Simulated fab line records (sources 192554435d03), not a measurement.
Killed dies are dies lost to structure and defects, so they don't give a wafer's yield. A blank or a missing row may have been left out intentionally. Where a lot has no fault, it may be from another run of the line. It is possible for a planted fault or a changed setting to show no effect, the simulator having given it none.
A struck lot beside a sound one + flow n5 finfet + 21 out of 1938 route steps
Sound: wafers L864.2, L864.3, L864.5. Wafers struck: L879.2, L879.3, L879.5. The cause is given at the end.
Order at every step that has rows: each side's tool, ch and its chambers, its first start. Under that, the readings that differ: sound wafers + struck wafers + difference of the means + sigmas: that difference in standard deviations of wafers without a fault.
alike: same words and numbers on both sides, and readings whose means sit less than 2 such deviations apart. not compared: any withheld reading, any reading some wafer has no value for, any bound like >300 that may hide the same value, and any number with overlapping values for which the record gives no deviation.
A row with sigmas, a row that says differs or no value, or rows on one side alone: a step with any of these is where the two part. When numbers do not overlap yet have no deviation, they are printed without sigmas and do not part them. Lack of a reading on every wafer of one side parts them only where that side has two or more wafers.

N5_WELL_APT_CD_MEAS_08: target cd 200 nm.
  sound on cd sem-03 ch 0, day 1 13:34; struck on cd sem-03 ch 0, day 5 07:51
  alike: cd nm
N5_WELL_APT_OVL_MEAS_09:
  sound on overlay-02 ch 0, day 1 13:36; struck on overlay-01 ch 0, day 5 07:53
| reading        | sound   | struck   | difference | sigmas |
|----------------|---------|----------|------------|--------|
| NWELL_OVL (nm) | 8 15 12 | -8 -2 -4 | -16        | -2     |
N5_WELL_APT_INSPECT_10: inspects for defects (macro).
  sound on defect inspect-02 at day 1 13:37; struck on defect inspect-02 at day 5 07:54
  alike: raw defect count
N5_WELL_APT_DESCUM_13: chemistry O2, time 7.9 s.
  sound on rie diel-03 ch 0,3, day 1 13:40; struck on rie diel-06 ch 0,1,3, day 5 08:18
  alike: drypump motor current A, oes product au, rf vpp V, showerhead plenum p Torr, throttle valve pct
  not compared: rf hours counter h
then, 8 steps without rows for these wafers: N5_WELL_APT_IMPLANT_14; N5_WELL_APT_IMPLANT_15; N5_WELL_APT_STRIP_16 (strips in SPM, time 900 s); N5_WELL_APT_HMDS_18 (time 60 s); N5_WELL_APT_COAT_19 (resist thk 950 nm); N5_WELL_APT_EBR_21; N5_WELL_APT_SOFTBAKE_20 (time 60 s); N5_WELL_APT_EXPOSE_22 (exposes mask PWELL, defocus 0 nm, target cd 200 nm).
N5_WELL_APT_PEB_23: peb time 90 s.
  sound on litho track-03 ch 0, day 1 14:34; struck on litho track-01 ch 0, day 5 09:20
then, 2 steps without rows for these wafers: N5_WELL_APT_DEVELOP_24 (develop time 45 s); N5_WELL_APT_HARDBAKE_29 (time 120 s).
N5_WELL_APT_CD_MEAS_25: target cd 200 nm.
  sound on cd sem-02 ch 0, day 1 14:41; struck on cd sem-01 ch 0, day 5 09:28
  alike: cd nm
N5_WELL_APT_OVL_MEAS_26:
  sound on overlay-01 ch 0, day 1 14:43; struck on overlay-02 ch 0, day 5 09:29
  alike: PWELL_OVL
N5_WELL_APT_INSPECT_27: inspects for defects (macro).
  sound on defect inspect-02 at day 1 14:44; struck on defect inspect-01 at day 5 09:31
  alike: raw defect count
N5_WELL_APT_DESCUM_30: chemistry O2, time 7.9 s.
  sound on rie diel-06 ch 0,1,3, day 1 14:47; struck on rie diel-06 ch 0,1,3, day 5 09:33
  alike: drypump motor current A, oes product au, rf vpp V, showerhead plenum p Torr, throttle valve pct
  not compared: rf hours counter h, model.WELL_APT.cd nm
next, for these wafers, 1 step has no rows: N5_WELL_APT_IMPLANT_31.
-- here the record skips 6 days between the struck wafers' starts before and after, leaving off in module WELL_APT and picking up in module BEOL_M4 (first step shown: number 1111 of the route) --
N5_BEOL_M4_RC_MEAS_101:
  sound on prober-01 ch 0, day 7 22:24; struck on prober-01 ch 0, day 11 15:26
| reading       | sound          | struck         | difference | sigmas |
|---------------|----------------|----------------|------------|--------|
| DIBL_N (mV/V) | 34.2 33.8 34.9 | 38.8 38.3 36.5 | +3.6       | +2     |
  alike: DIBL_P, IOFF_N, IOFF_P, ION_N, ION_P, SS_N, SS_P, VT_N, VT_P

== WHERE THEY PART ==
Last at N5_BEOL_M4_RC_MEAS_101 as far as this record goes, first at N5_WELL_APT_OVL_MEAS_09.

WHY: what the simulator had put in
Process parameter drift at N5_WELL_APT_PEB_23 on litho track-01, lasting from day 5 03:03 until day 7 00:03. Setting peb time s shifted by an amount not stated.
